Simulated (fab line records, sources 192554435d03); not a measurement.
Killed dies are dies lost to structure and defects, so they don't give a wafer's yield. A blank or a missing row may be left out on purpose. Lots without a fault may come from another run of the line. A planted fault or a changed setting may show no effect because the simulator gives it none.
Split-lot experiment | flow n5_finfet | 7 lots, 21 wafers read, on a route of 1938 steps

THE SPLIT
At N5_BEOL_M2_TRENCH_ETCH_37 (etches SiOC in C4F6/O2, target depth 55.555 nm, time 29.2 s), the setting source_w was moved away from the recipe's 355 W on 6 of the 21 wafers read, by -5.0% to +12.3%. The other wafers ran this setting at the recipe's value.

The reading is taken at the split's own step.

THE READING
rf_vpp_V, in V, at N5_BEOL_M2_TRENCH_ETCH_37 (etches SiOC in C4F6/O2, target depth 55.555 nm, time 29.2 s). Fault-free wafers of this fab line usually give 668 V, standard deviation 6.9 V.

wafer  | tool, chamber at the split | source_w as run, W | against the recipe | rf_vpp_V, V | against lot-mates on the recipe
L078.1 | rie_diel-05, 3             | 355                | recipe             | 669         | -
L078.3 | rie_diel-05, 2             | 355                | recipe             | 665         | -
L078.5 | rie_diel-05, 3             | 355                | recipe             | 668         | -
L081.1 | rie_diel-05, 3             | 355                | recipe             | 670         | -
L081.2 | rie_diel-05, 1             | 337.2              | -5.0%              | 693         | +23
L081.5 | rie_diel-05, 2             | 337.2              | -5.0%              | 683         | +13
L088.3 | rie_diel-04, 1             | 355                | recipe             | 670         | -
L088.5 | rie_diel-04, 3             | 355                | recipe             | 670         | -
L088.6 | rie_diel-04, 0             | 355                | recipe             | 682         | -
L093.3 | rie_diel-04, 0             | 398.7              | +12.3%             | 643         | -38
L093.5 | rie_diel-04, 0             | 355                | recipe             | 681         | -
L093.6 | rie_diel-04, 3             | 398.7              | +12.3%             | 632         | -49
L094.1 | rie_diel-05, 0             | 355                | recipe             | 664         | -
L094.2 | rie_diel-05, 3             | 384.6              | +8.3%              | 641         | -24
L094.6 | rie_diel-05, 2             | 355                | recipe             | 666         | -
L096.1 | rie_diel-06, 3             | 355                | recipe             | 673         | -
L096.2 | rie_diel-06, 1             | 355                | recipe             | 664         | -
L096.6 | rie_diel-06, 3             | 355                | recipe             | 674         | -
L097.1 | rie_diel-04, 1             | 376.8              | +6.1%              | 648         | -28
L097.2 | rie_diel-04, 0             | 355                | recipe             | 683         | -
L097.5 | rie_diel-04, 1             | 355                | recipe             | 669         | -

THE FIT
A straight line over all 21 wafers: rf_vpp_V changes by -3.03 V for each +1% of source_w; r = -0.92; the points scatter about the line by 6.3 V.
The same after taking each lot's own level away (the mean of its wafers on the recipe; 21 wafers): -3.52 V for each +1%; r = -0.96; scatter 4.8 V.
On that fit, the largest move of source_w shifts the reading by 43 V.
The lots' own levels span 665.0 to 681.0 V, that is 2.3 times the standard deviation above.
So the lot-to-lot level changes the slope: the two fits differ.
Check: with one of the wafers moved furthest among these (+12.3%) left out of the fit, the line predicts -46.1 V for it against its lot-mates. It came out at -38 V against them.
Tool readings at the split's step, against how far the setting was moved: rf_vpp_V r = -0.92.

THE FILE'S OWN FIT
rf_vpp_V changes by -3.54 V for each +1% of source_w, r = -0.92.
